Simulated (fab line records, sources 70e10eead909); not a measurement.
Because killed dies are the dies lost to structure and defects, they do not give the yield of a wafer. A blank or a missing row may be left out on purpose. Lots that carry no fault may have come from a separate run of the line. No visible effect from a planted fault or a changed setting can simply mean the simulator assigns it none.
Comparing a struck lot with a sound one -- flow nand_harc -- 13 steps out of a route of 1302
Sound: the wafers L210.1, L210.4, L210.5. Struck: wafers L207.2, L207.5, L207.6. The cause comes at the end.
Each step with rows lists, per side, the tool, then ch with its chambers, then its first start. Under that, the readings that differ: sound wafers -- struck wafers -- difference of the means -- sigmas: that difference in standard deviations of wafers without a fault.
alike: a reading whose means differ by less than 2 such deviations, as well as words and numbers matching on both sides. not compared: withheld readings; readings where some wafer has no value; bounds like >300 that might hide an equal value; numbers whose values overlap and for which the record gives no deviation.
A row with sigmas, a row that says differs or no value, or rows on one side alone: a step with any of these is where the two part. Numbers that don't overlap but have no deviation are shown without sigmas and don't part them. Lack of a reading on every wafer of one side parts them only where that side has two or more wafers.

first, 1 step without rows for these wafers: NHARC_A_STAIRCASE_HARDBAKE_10 (time 140 s).
NHARC_A_STAIRCASE_DESCUM_11: chemistry O2, time 3 s.
  sound on rie_diel-04 ch 1,2, day 24 02:15; struck on rie_diel-10 ch 2,3, day 23 15:38
  alike: drypump_motor_current_A, oes_product_au, rf_vpp_V, showerhead_plenum_p_Torr, throttle_valve_pct
  not compared: rf_hours_counter_h
then, 1 step without rows for these wafers: NHARC_A_STAIRCASE_TRIM_12 (chemistry O2, time 211.2 s).
NHARC_A_STAIRCASE_ETCH_13: etches the open film in C4F8/O2, target depth 100 nm, time 40.5 s.
  sound on rie_diel-04 ch 0,2,3; struck on rie_diel-10 ch 0,1,2
  alike: oes_product_au, rf_vpp_V
  not compared: rf_hours_counter_h
NHARC_A_STAIRCASE_TRIM_14: chemistry O2, time 211.2 s.
  sound on rie_diel-04 ch 0,3; struck on rie_diel-10 ch 1,3
  alike: chamber_pressure_mTorr, drypump_motor_current_A, oes_product_au, rf_vpp_V, showerhead_plenum_p_Torr, throttle_valve_pct
  not compared: rf_hours_counter_h
then, 1 step without rows for these wafers: NHARC_A_STAIRCASE_ETCH_15 (etches the open film in C4F8/O2, target depth 100 nm, time 40.5 s).
NHARC_A_STAIRCASE_TRIM_16: chemistry O2, time 211.2 s.
  sound on rie_diel-04 ch 0,1,2; struck on rie_diel-10 ch 1,3
  alike: chamber_pressure_mTorr, drypump_motor_current_A, oes_product_au, rf_vpp_V, showerhead_plenum_p_Torr, throttle_valve_pct
  not compared: rf_hours_counter_h
then, 1 step without rows for these wafers: NHARC_A_STAIRCASE_ETCH_17 (etches the open film in C4F8/O2, target depth 100 nm, time 40.5 s).
NHARC_A_STAIRCASE_TRIM_18: chemistry O2, time 211.2 s.
  sound on rie_diel-04 ch 1,2,3; struck on rie_diel-10 ch 0,1,3
  alike: chamber_pressure_mTorr, drypump_motor_current_A, oes_product_au, rf_vpp_V, showerhead_plenum_p_Torr, throttle_valve_pct
  not compared: rf_hours_counter_h
then, 1 step without rows for these wafers: NHARC_A_STAIRCASE_ETCH_19 (etches the open film in C4F8/O2, target depth 100 nm, time 40.5 s).
NHARC_A_STAIRCASE_TRIM_20: chemistry O2, time 211.2 s.
  sound on rie_diel-05 ch 2,3, day 24 03:22; struck on rie_diel-10 ch 0,1, day 23 17:02
  no value came back on the struck wafers for any of 7 readings (bias_w (W), chamber_pressure_mTorr (mTorr) and others); on the sound wafers bias_w (W) reads 0 0 0
  not compared: rf_hours_counter_h
then, 1 step without rows for these wafers: NHARC_A_STAIRCASE_ETCH_21 (etches the open film in C4F8/O2, target depth 100 nm, time 40.5 s).
-- record jumps: 9 days between struck wafers' starts before vs after; left off in module A_STAIRCASE, resumes in module END, first step shown is number 1302 of the route --
NHARC_END_SORT_01:
  at this point the record logs the struck wafers (prober-02 ch 0, day 32 21:45) and has no rows for the sound ones

== WHERE THEY PART ==
Last at NHARC_END_SORT_01 as far as this record goes, first at NHARC_A_STAIRCASE_TRIM_20.

WHY: the cause the simulator had injected
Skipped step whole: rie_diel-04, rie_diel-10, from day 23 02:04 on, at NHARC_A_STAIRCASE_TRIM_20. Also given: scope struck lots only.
